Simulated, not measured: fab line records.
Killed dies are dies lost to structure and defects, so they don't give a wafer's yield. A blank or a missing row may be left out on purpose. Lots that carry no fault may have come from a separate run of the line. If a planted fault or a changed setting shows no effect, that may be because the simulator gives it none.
What tool caused it? ; flow n5Finfet ; Sampling: 23 lots, 69 wafers, 6 of 1938 route steps

WHAT THE GAUGES READ, wafer by wafer
The record holds no reading of a measuring or inspecting step that can be judged against a usual standard deviation.

TOOL THAT RAN EACH LOT (tool first, then ch and the chambers of the sampled wafers, then the start)
lot;N5_BEOL_M0_SAQP_RECESS_114;N5_BEOL_M0_SAQP_MANDREL1_REMOVE_100;N5_BEOL_M0_SAQP_ETCH_101;N5_BEOL_M0_SAQP_ETCH_106;N5_BEOL_M0_SAQP_SPACER2_ALD_26;N5_BEOL_M0_SAQP_ETCH_49
L074;vaporEtch-01 ch 0,1, day 5 17:41;rieSi-05 ch 1,2, day 5 19:08;rieDiel-05 ch 0,1,3, day 5 19:22;rieDiel-06 ch 0,2, day 5 20:05;aldSin-03 ch 0,1,2, day 5 21:52;rieDiel-05 ch 0,3, day 6 00:14
L075;vaporEtch-02 ch 0,1, day 5 21:16;rieSi-04 ch 0,1,2, day 5 23:07;rieDiel-06 ch 0,1, day 5 23:16;rieDiel-05 ch 1,3, day 5 23:56;aldSin-03 ch 0,1,2, day 6 00:15;rieDiel-05 ch 0,2,3, day 6 03:52
L076;vaporEtch-01 ch 0,1, day 6 02:33;rieSi-06 ch 0,3, day 6 04:37;rieDiel-06 ch 0,2, day 6 04:48;rieDiel-06 ch 0,1,2, day 6 05:28;aldSin-01 ch 0,1,2, day 6 05:46;rieDiel-02 ch 1,2,3, day 6 08:19
L077;vaporEtch-02 ch 1, day 6 07:46;rieSi-06 ch 0,3, day 6 08:58;rieDiel-05 ch 2,3, day 6 09:24;rieDiel-06 ch 0,1,3, day 6 10:05;aldSin-03 ch 0,2,3, day 6 10:34;rieDiel-05 ch 1,3, day 6 12:41
L078;vaporEtch-02 ch 0,1, day 6 10:11;rieSi-05 ch 0,1, day 6 11:00;rieDiel-02 ch 1,2,3, day 6 11:11;rieDiel-06 ch 1,3, day 6 12:00;aldSin-02 ch 1,2,3, day 6 12:31;rieDiel-05 ch 2,3, day 6 14:31
L079;vaporEtch-02 ch 0,1, day 6 20:15;rieSi-06 ch 0,1,3, day 6 21:12;rieDiel-06 ch 2,3, day 6 21:21;rieDiel-06 ch 1,2, day 6 22:36;aldSin-02 ch 1,2,3, day 6 23:16;rieDiel-02 ch 1,2,3, day 7 01:53
L080;vaporEtch-01 ch 0,1, day 7 03:16;rieSi-06 ch 0,1,2, day 7 04:36;rieDiel-05 ch 1,2,3, day 7 04:45;rieDiel-06 ch 1,2,3, day 7 05:25;aldSin-03 ch 1,2,3, day 7 05:43;rieDiel-05 ch 1,2,3, day 7 07:43
L081;vaporEtch-02 ch 0,1, day 7 10:26;rieSi-06 ch 0,1,3, day 7 11:35;rieDiel-06 ch 0,2,3, day 7 11:44;rieDiel-02 ch 0,2,3, day 7 12:24;aldSin-03 ch 0,1,3, day 7 12:42;rieDiel-05 ch 0,1,3, day 7 14:49
L082;vaporEtch-02 ch 0,1, day 7 14:05;rieSi-06 ch 0,2, day 7 15:14;rieDiel-02 ch 0,1,3, day 7 15:23;rieDiel-05 ch 0,3, day 7 16:03;aldSin-02 ch 1,3, day 7 16:21;rieDiel-05 ch 1,2,3, day 7 18:31
L083;vaporEtch-02 ch 0,1, day 7 21:24;rieSi-06 ch 0,1,3, day 7 22:14;rieDiel-06 ch 2,3, day 7 22:23;rieDiel-06 ch 0,2,3, day 7 23:04;aldSin-02 ch 2,3, day 7 23:22;rieDiel-05 ch 0,1, day 8 02:59
L084;vaporEtch-01 ch 0,1, day 8 04:34;rieSi-05 ch 0,1, day 8 05:31;rieDiel-02 ch 0,1, day 8 05:44;rieDiel-05 ch 0,2, day 8 06:25;aldSin-02 ch 0,3, day 8 06:44;rieDiel-05 ch 0,1,3, day 8 08:50
L085;vaporEtch-02 ch 0,1, day 8 10:25;rieSi-05 ch 0,1,3, day 8 11:22;rieDiel-02 ch 0,1,3, day 8 11:31;rieDiel-02 ch 0,1,3, day 8 12:22;aldSin-01 ch 1,2,3, day 8 12:40;rieDiel-06 ch 1,2,3, day 8 14:59
L087;vaporEtch-02 ch 0,1, day 8 16:45;rieSi-05 ch 1,3, day 8 18:30;rieDiel-05 ch 1,3, day 8 18:39;rieDiel-06 ch 0,3, day 8 19:19;aldSin-02 ch 0,2,3, day 8 19:37;rieDiel-05 ch 0,2, day 8 23:29
L088;vaporEtch-02 ch 0,1, day 9 07:50;rieSi-05 ch 0,1,3, day 9 08:47;rieDiel-02 ch 0,2,3, day 9 08:56;rieDiel-05 ch 0,1,3, day 9 09:36;aldSin-01 ch 0,2,3, day 9 09:54;rieDiel-06 ch 0,1,2, day 9 12:21
L089;vaporEtch-02 ch 0,1, day 9 17:11;rieSi-04 ch 1,3, day 9 18:07;rieDiel-05 ch 0,2,3, day 9 18:16;rieDiel-06 ch 1,2,3, day 9 18:56;aldSin-02 ch 1,2,3, day 9 19:14;rieDiel-02 ch 0,1,3, day 9 21:53
L090;vaporEtch-02 ch 0,1, day 9 18:56;rieSi-05 ch 1,3, day 9 19:46;rieDiel-05 ch 2,3, day 9 19:55;rieDiel-05 ch 1,2,3, day 9 20:38;aldSin-03 ch 0,2,3, day 9 21:38;rieDiel-05 ch 0,1, day 10 00:07
L092;vaporEtch-02 ch 0,1, day 9 23:22;rieSi-04 ch 0,2,3, day 10 00:34;rieDiel-06 ch 0,3, day 10 00:54;rieDiel-05 ch 2,3, day 10 01:36;aldSin-03 ch 0,1,3, day 10 01:54;rieDiel-06 ch 0,1,3, day 10 04:17
L091;vaporEtch-02 ch 0,1, day 9 23:37;rieSi-04 ch 1,2,3, day 10 01:02;rieDiel-02 ch 1,3, day 10 01:11;rieDiel-02 ch 1,2, day 10 01:52;aldSin-02 ch 0,1, day 10 02:10;rieDiel-05 ch 0,2,3, day 10 04:23
L093;vaporEtch-02 ch 0,1, day 10 05:47;rieSi-06 ch 0,1, day 10 06:37;rieDiel-06 ch 1,2,3, day 10 06:46;rieDiel-05 ch 0,2,3, day 10 07:39;aldSin-01 ch 0,1,3, day 10 07:57;rieDiel-02 ch 1,2,3, day 10 10:53
L094;vaporEtch-01 ch 0,1, day 10 18:27;rieSi-06 ch 0,1,3, day 10 19:43;rieDiel-05 ch 1,2, day 10 19:52;rieDiel-05 ch 0,1, day 10 20:32;aldSin-01 ch 1,2, day 10 20:50;rieDiel-02 ch 1,2,3, day 10 23:17
L095;vaporEtch-02 ch 0,1, day 10 21:14;rieSi-05 ch 0,1,3, day 10 22:11;rieDiel-06 ch 1,2,3, day 10 22:20;rieDiel-06 ch 0,3, day 10 23:20;aldSin-03 ch 1,2,3, day 10 23:39;rieDiel-02 ch 0,1, day 11 02:03
L096;vaporEtch-01 ch 0,1, day 11 00:41;rieSi-04 ch 1,2,3, day 11 01:38;rieDiel-06 ch 0,1,3, day 11 01:47;rieDiel-05 ch 0,1,2, day 11 02:27;aldSin-03 ch 1,2,3, day 11 02:46;rieDiel-06 ch 0,1,2, day 11 04:46
L097;vaporEtch-01 ch 0,1, day 11 04:25;rieSi-05 ch 0,2, day 11 05:52;rieDiel-05 ch 1,3, day 11 06:01;rieDiel-02 ch 0,2,3, day 11 06:41;aldSin-01 ch 0,1,2, day 11 07:06;rieDiel-02 ch 0,2,3, day 11 09:08
- N5_BEOL_M0_SAQP_RECESS_114: chemistry HF/NH3, target SiO2, target depth 14.4 nm, afs cycles 3, sublimation time 60 s.
- N5_BEOL_M0_SAQP_MANDREL1_REMOVE_100: chemistry HBr/Cl2/O2, target a-Si, stops on SiNx, bt time 10 s.
- N5_BEOL_M0_SAQP_ETCH_101: etches SiNx in CH3F/O2, target depth 29.9 nm, time 42.7 s.
- N5_BEOL_M0_SAQP_ETCH_106: etches SOC in N2/H2, stops on SiNx, target depth 150 nm.
- N5_BEOL_M0_SAQP_SPACER2_ALD_26: deposits SiO2, target thk 15 nm, pulse time 1 s, purge time 2 s.
- N5_BEOL_M0_SAQP_ETCH_49: etches SiO2 in CF4/O2, target depth 37 nm.

WHAT THE TOOLS THEMSELVES READ (means of the sampled wafers that have a number; where no wafer has one, the mark that the record gives instead)
N5_BEOL_M0_SAQP_RECESS_114. Usual: drypumpMotorCurrentA 5.5 A, standard deviation 0.43; forelinePTorr 0.1280 Torr, standard deviation 0.00042.
lot;tool;drypumpMotorCurrentA (A);forelinePTorr (Torr);flag
L074;vaporEtch-01;5.2;0.1279;
L075;vaporEtch-02;5.4;0.1283;
L076;vaporEtch-01;5.4;0.1284;
L077;vaporEtch-02;5.1;0.1278;
L078;vaporEtch-02;5.7;0.1282;
L079;vaporEtch-02;5.7;0.1278;
L080;vaporEtch-01;5.2;0.1281;
L081;vaporEtch-02;5.7;0.1279;
L082;vaporEtch-02;5.7;0.1279;
L083;vaporEtch-02;5.7;0.1279;
L084;vaporEtch-01;5.2;0.1281;
L085;vaporEtch-02;5.7;0.1279;
L087;vaporEtch-02;5.4;0.1285;
L088;vaporEtch-02;5.4;0.1279;
L089;vaporEtch-02;5.4;0.1285;
L090;vaporEtch-02;5.7;0.1281;
L092;vaporEtch-02;5.4;0.1276;
L091;vaporEtch-02;5.7;0.1282;
L093;vaporEtch-02;5.7;0.1279;
L094;vaporEtch-01;5.4;0.1279;
L095;vaporEtch-02;5.7;0.1279;
L096;vaporEtch-01;5.2;0.1280;
L097;vaporEtch-01;5.2;0.1278;

N5_BEOL_M0_SAQP_MANDREL1_REMOVE_100. Usual: drypumpMotorCurrentA 5.7 A, standard deviation 0.44; oesProductAu 1.000 a.u., standard deviation 0.013; throttleValvePct 36.7 %, standard deviation 0.31.
lot;tool;drypumpMotorCurrentA (A);oesProductAu (a.u.);throttleValvePct (%);flag
L074;rieSi-05;6.0;1.015;36.8;
L075;rieSi-04;5.5;1.013;36.3;
L076;rieSi-06;5.9;0.999;36.9;
L077;rieSi-06;5.5;1.002;36.9;
L078;rieSi-05;5.4;0.996;36.4;
L079;rieSi-06;5.6;1.002;36.8;
L080;rieSi-06;6.1;0.997;36.9;
L081;rieSi-06;5.6;0.996;36.8;
L082;rieSi-06;6.3;0.995;36.9;
L083;rieSi-06;5.6;0.990;36.8;
L084;rieSi-05;5.3;0.994;36.3;
L085;rieSi-05;5.5;0.996;36.4;
L087;rieSi-05;5.7;0.996;36.6;
L088;rieSi-05;5.5;0.990;36.5;
L089;rieSi-04;5.2;0.990;36.5;
L090;rieSi-05;5.6;0.998;36.6;
L092;rieSi-04;5.6;1.008;36.5;
L091;rieSi-04;5.4;0.998;36.4;
L093;rieSi-06;5.7;0.992;36.7;
L094;rieSi-06;5.6;1.000;36.8;
L095;rieSi-05;5.5;0.995;36.4;
L096;rieSi-04;5.4;1.004;36.4;
L097;rieSi-05;5.6;0.990;36.4;

N5_BEOL_M0_SAQP_ETCH_101. Usual: CH3F_flow_sccm 30.01 sccm, standard deviation 0.098; drypumpMotorCurrentA 5.7 A, standard deviation 0.39; oesProductAu 0.78 a.u., standard deviation 0.093; rfVppV 294 V, standard deviation 5.2; showerheadPlenumPTorr 2.01 Torr, standard deviation 0.07; throttleValvePct 16.38 %, standard deviation 0.25.
lot;tool;CH3F_flow_sccm (sccm);drypumpMotorCurrentA (A);oesProductAu (a.u.);rfVppV (V);showerheadPlenumPTorr (Torr);throttleValvePct (%);flag
L074;rieDiel-05;29.95;5.5;0.74;295;2.08;16.46;
L075;rieDiel-06;29.97;5.4;0.79;293;1.91;16.21;
L076;rieDiel-06;29.88;5.4;0.72;290;1.93;16.44;
L077;rieDiel-05;29.98;5.7;0.74;293;2.02;16.44;
L078;rieDiel-02;30.07;5.7;0.77;290;2.05;16.48;
L079;rieDiel-06;29.93;5.4;0.69;298;1.93;16.73;
L080;rieDiel-05;29.95;5.7;0.76;294;2.03;16.32;
L081;rieDiel-06;30.02;5.4;0.70;294;1.93;16.61;
L082;rieDiel-02;30.00;5.8;0.85;288;2.05;16.34;
L083;rieDiel-06;29.93;5.7;0.69;295;1.96;16.66;
L084;rieDiel-02;30.04;5.7;0.81;289;2.05;16.43;
L085;rieDiel-02;30.07;5.8;0.83;288;2.05;16.34;
L087;rieDiel-05;30.07;5.7;0.73;293;2.07;16.47;
L088;rieDiel-02;30.14;6.1;0.91;291;2.05;16.24;
L089;rieDiel-05;30.02;5.5;0.73;297;2.01;16.52;
L090;rieDiel-05;29.91;5.7;0.72;293;2.01;16.48;
L092;rieDiel-06;30.02;5.1;0.80;295;1.97;16.40;
L091;rieDiel-02;29.98;5.5;0.75;287;2.04;16.48;
L093;rieDiel-06;30.01;5.7;0.84;299;2.02;16.31;
L094;rieDiel-05;30.06;5.7;0.76;295;2.03;16.25;
L095;rieDiel-06;30.07;5.7;0.84;298;2.02;16.32;
L096;rieDiel-06;30.03;5.4;0.84;297;1.99;16.26;
L097;rieDiel-05;30.02;5.7;0.71;292;2.07;16.51;

N5_BEOL_M0_SAQP_ETCH_106. Usual: drypumpMotorCurrentA 5.6 A, standard deviation 0.38; oesProductAu 0.75 a.u., standard deviation 0.081; rfVppV 240.7 V, standard deviation 1.4; showerheadPlenumPTorr 2.54 Torr, standard deviation 0.094; throttleValvePct 17.83 %, standard deviation 0.29.
lot;tool;drypumpMotorCurrentA (A);oesProductAu (a.u.);rfVppV (V);showerheadPlenumPTorr (Torr);throttleValvePct (%);flag
L074;rieDiel-06;5.6;0.71;239.3;2.49;17.86;
L075;rieDiel-05;5.7;0.74;242.8;2.62;17.77;
L076;rieDiel-06;5.7;0.77;240.1;2.47;17.64;
L077;rieDiel-06;5.4;0.76;239.2;2.43;17.76;
L078;rieDiel-06;5.5;0.75;238.9;2.43;17.87;
L079;rieDiel-06;6.0;0.82;241.0;2.48;17.40;
L080;rieDiel-06;5.7;0.75;239.5;2.46;17.76;
L081;rieDiel-02;6.1;0.83;241.7;2.59;17.79;
L082;rieDiel-05;5.3;0.69;242.2;2.61;18.07;
L083;rieDiel-06;5.4;0.69;239.4;2.44;18.01;
L084;rieDiel-05;5.3;0.71;241.3;2.56;17.97;
L085;rieDiel-02;5.8;0.83;241.5;2.61;17.88;
L087;rieDiel-06;5.2;0.70;238.6;2.41;18.02;
L088;rieDiel-05;5.5;0.71;241.1;2.62;17.93;
L089;rieDiel-06;5.7;0.85;241.4;2.56;17.64;
L090;rieDiel-05;5.7;0.74;241.9;2.56;17.73;
L092;rieDiel-05;5.7;0.72;240.0;2.54;17.78;
L091;rieDiel-02;5.6;0.79;242.0;2.62;18.00;
L093;rieDiel-05;5.5;0.71;240.9;2.55;17.89;
L094;rieDiel-05;5.6;0.73;242.4;2.64;17.87;
L095;rieDiel-06;5.2;0.88;241.0;2.61;17.87;
L096;rieDiel-05;5.5;0.73;240.9;2.56;17.84;
L097;rieDiel-02;6.1;0.87;240.8;2.58;17.69;

N5_BEOL_M0_SAQP_SPACER2_ALD_26. Usual: heaterPowerW 493 W, standard deviation 62; precursorPulseHeightRel 0.997, standard deviation 0.018.
lot;tool;heaterPowerW (W);precursorPulseHeightRel;flag
L074;aldSin-03;518;0.989;
L075;aldSin-03;518;1.003;
L076;aldSin-01;484;1.004;
L077;aldSin-03;484;0.988;
L078;aldSin-02;486;0.985;
L079;aldSin-02;487;0.992;
L080;aldSin-03;507;0.991;
L081;aldSin-03;523;1.009;
L082;aldSin-02;541;1.003;
L083;aldSin-02;469;0.993;
L084;aldSin-02;496;0.993;
L085;aldSin-01;485;0.999;
L087;aldSin-02;467;1.017;
L088;aldSin-01;421;0.993;
L089;aldSin-02;496;1.016;
L090;aldSin-03;485;0.987;
L092;aldSin-03;510;1.007;
L091;aldSin-02;519;0.994;
L093;aldSin-01;482;1.003;
L094;aldSin-01;492;0.997;
L095;aldSin-03;500;1.004;
L096;aldSin-03;497;0.995;
L097;aldSin-01;486;1.005;

N5_BEOL_M0_SAQP_ETCH_49. Usual: drypumpMotorCurrentA 5.7 A, standard deviation 0.38; oesProductAu 0.77 a.u., standard deviation 0.085; rfVppV 238 V, standard deviation 4.4; showerheadPlenumPTorr 2.23 Torr, standard deviation 0.061; throttleValvePct 15.88 %, standard deviation 0.23.
lot;tool;drypumpMotorCurrentA (A);oesProductAu (a.u.);rfVppV (V);showerheadPlenumPTorr (Torr);throttleValvePct (%);flag
L074;rieDiel-05;5.5;0.70;238;2.27;16.06;
L075;rieDiel-05;5.5;0.73;240;2.23;15.97;
L076;rieDiel-02;5.7;0.78;235;2.26;15.96;
L077;rieDiel-05;5.7;0.74;237;2.28;15.87;
L078;rieDiel-05;5.7;0.74;237;2.23;15.94;
L079;rieDiel-02;5.7;0.76;235;2.26;15.97;
L080;rieDiel-05;5.7;0.76;237;2.23;15.80;
L081;rieDiel-05;5.5;0.72;239;2.28;15.93;
L082;rieDiel-05;5.7;0.76;238;2.23;15.81;
L083;rieDiel-05;5.3;0.72;243;2.28;15.99;
L084;rieDiel-05;5.5;0.72;239;2.28;15.94;
L085;rieDiel-06;5.7;0.75;240;2.15;15.96;
L087;rieDiel-05;5.2;0.71;244;2.23;16.07;
L088;rieDiel-06;5.7;0.75;236;2.14;15.84;
L089;rieDiel-02;5.8;0.82;233;2.25;15.86;
L090;rieDiel-05;5.6;0.73;240;2.27;15.82;
L092;rieDiel-06;5.5;0.85;241;2.20;15.81;
L091;rieDiel-05;5.5;0.72;240;2.22;16.01;
L093;rieDiel-02;5.7;0.83;235;2.25;15.86;
L094;rieDiel-02;5.7;0.83;236;2.25;15.86;
L095;rieDiel-02;5.8;0.78;233;2.26;16.02;
L096;rieDiel-06;5.7;0.74;236;2.14;15.87;
L097;rieDiel-02;6.1;0.87;235;2.24;15.71;

THE ANSWER, worked out from the rows above alone
Rule: take the mean of a lot's wafers that have a number; if it is more than 3 standard deviations from the usual mean, the lot is off. A lot without any number at a reading at which 4 lots or more have one is off too. The other lots that the step has rows for count as sound. After the gauges, taken in route order, come the tools' own readings; for these a lot's mean is taken, as printed above. At the first step where some lot is off, the reading lying furthest off is the one used; lots without a number count as furthest.
Nothing can be told from this: no lot is off at any reading shown.

WHAT WAS PUT IN BY THE SIMULATOR
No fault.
